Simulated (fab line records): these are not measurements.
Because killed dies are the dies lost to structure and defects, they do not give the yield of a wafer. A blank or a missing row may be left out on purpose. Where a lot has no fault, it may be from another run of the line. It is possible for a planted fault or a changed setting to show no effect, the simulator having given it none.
Chamber matching -- flow n5 finfet -- rie diel-05 running N5_BEOL_M7_DESCUM_33: 4 sister chambers
The step chemistry O2, time 7 s. 4 wafers are shown with their chamber, then 8 later ones without.

## WAFERS WITH THEIR CHAMBER
wafer,chamber,throttle valve pct (%)
L084.3,2,20.64
L086.2,3,20.43
L086.4,0,20.19
L091.4,1,20.39

## WAFERS MISSING THEIR CHAMBER
wafer,throttle valve pct (%)
L091.5,20.40
L091.6,20.68
L092.1,20.21
L092.4,20.46
L092.6,20.40
L097.1,20.43
L097.4,20.22
L097.5,20.42

## WHICH CHAMBER EACH ONE RAN IN
wafer,from the rows above,in truth
L091.5,can't be placed: 1 or 3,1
L091.6,2,2
L092.1,0,0
L092.4,can't be placed: 3 or 1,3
L092.6,can't be placed: 1 or 3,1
L097.1,can't be placed: 3 or 1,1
L097.4,0,0
L097.5,can't be placed: 3 or 1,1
3 of 8 placed correctly. Cannot be placed on the basis of these rows: 5; the candidates contain the true chamber in 5. Wrongly placed: 0.
How it was worked out, from the rows above alone: a wafer's distance from a chamber is the root of the sum, over the readings, of the square of ((its reading less the chamber's mean) divided by the reading's scatter). If the next closest chamber is less than 2 further off than the closest, the wafer can't be placed; otherwise it belongs to the closest. A chamber's mean is the mean of its shown wafers. The scatter (one wafer shown for each chamber): square how far every hidden wafer sits from the nearest shown wafer, average those squares and take the square root.
